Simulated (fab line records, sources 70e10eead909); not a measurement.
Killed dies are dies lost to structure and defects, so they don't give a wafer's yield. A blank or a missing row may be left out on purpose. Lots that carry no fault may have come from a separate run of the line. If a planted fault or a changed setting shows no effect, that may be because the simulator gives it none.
What tool caused it?    flow nand-harc    Sampling: 12 lots, 36 wafers, 3 of 1302 route steps

WHAT THE GAUGES SHOWED, per wafer
NHARC_P_BONDPAD_OVL_MEAS_38.
lot   measured      on          overlay-x-nm (nm)
L075  day 7 00:49   overlay-02  4 3 4
L077  day 8 00:47   overlay-01  -11 -10 -10
L078  day 8 13:01   overlay-01  7 7 7
L081  day 9 17:57   overlay-01  -1 -1 -1
L083  day 10 07:31  overlay-02  6 7 7
L085  day 11 08:34  overlay-02  -2 -2 -2
L087  day 12 02:19  overlay-02  3 4 3
L089  day 12 15:05  overlay-02  3 4 4
L091  day 13 17:30  overlay-02  5 5 6
L093  day 14 10:01  overlay-02  -7 -7 -6
L096  day 15 11:52  overlay-02  -6 -7 -6
L097  day 16 00:49  overlay-01  -2 -3 -2

WHICH TOOL RAN EACH LOT (tool, then ch and the chambers of the sampled wafers, then the start)
lot   NHARC_P_M2_DEGAS_29           NHARC_P_M2_PVD_20
L075  pvd-sputter-03, day 6 21:24   pvd-sputter-03, day 7 00:49 or earlier
L077  pvd-sputter-02, day 7 21:28   pvd-sputter-02, day 8 00:47 or earlier
L078  pvd-sputter-02, day 8 09:24   pvd-sputter-02, day 8 13:01 or earlier
L081  pvd-sputter-01, day 9 14:24   pvd-sputter-01, day 9 17:57 or earlier
L083  pvd-sputter-03, day 10 04:05  pvd-sputter-03, day 10 07:31 or earlier
L085  pvd-sputter-01, day 11 05:01  pvd-sputter-01, day 11 08:34 or earlier
L087  pvd-sputter-03, day 11 22:59  pvd-sputter-03, day 12 02:19 or earlier
L089  pvd-sputter-02, day 12 11:38  pvd-sputter-02, day 12 15:05 or earlier
L091  pvd-sputter-02, day 13 14:04  pvd-sputter-02, day 13 17:30 or earlier
L093  pvd-sputter-01, day 14 06:44  pvd-sputter-01, day 14 10:01 or earlier
L096  pvd-sputter-03, day 15 08:35  pvd-sputter-03, day 15 11:52 or earlier
L097  pvd-sputter-02, day 15 21:25  pvd-sputter-02, day 16 00:49 or earlier
- NHARC_P_M2_DEGAS_29: time 60 s.
- NHARC_P_M2_PVD_20: deposits TaN, target thk 5 nm, time 8.06 s.

THE ANSWER, worked out from the rows above alone
Rule: usual is defined by the lots themselves. Put in order of their means at a reading, lots are off if they are a third of the lots or fewer, leave a main group of 4 or more, and stand apart from it by a gap of 3 or more times the standard deviation of the main group's means; of several such gaps the widest counts. Not used: any main group whose means are identical at the precision the tables above print for the reading. A lot without any number at a reading at which 4 lots or more have one is off too. Where the step has rows for the other lots, those lots are counted as sound.
Nothing can be told from this: no lot is off at any reading shown.

WHAT WAS PUT IN BY THE SIMULATOR
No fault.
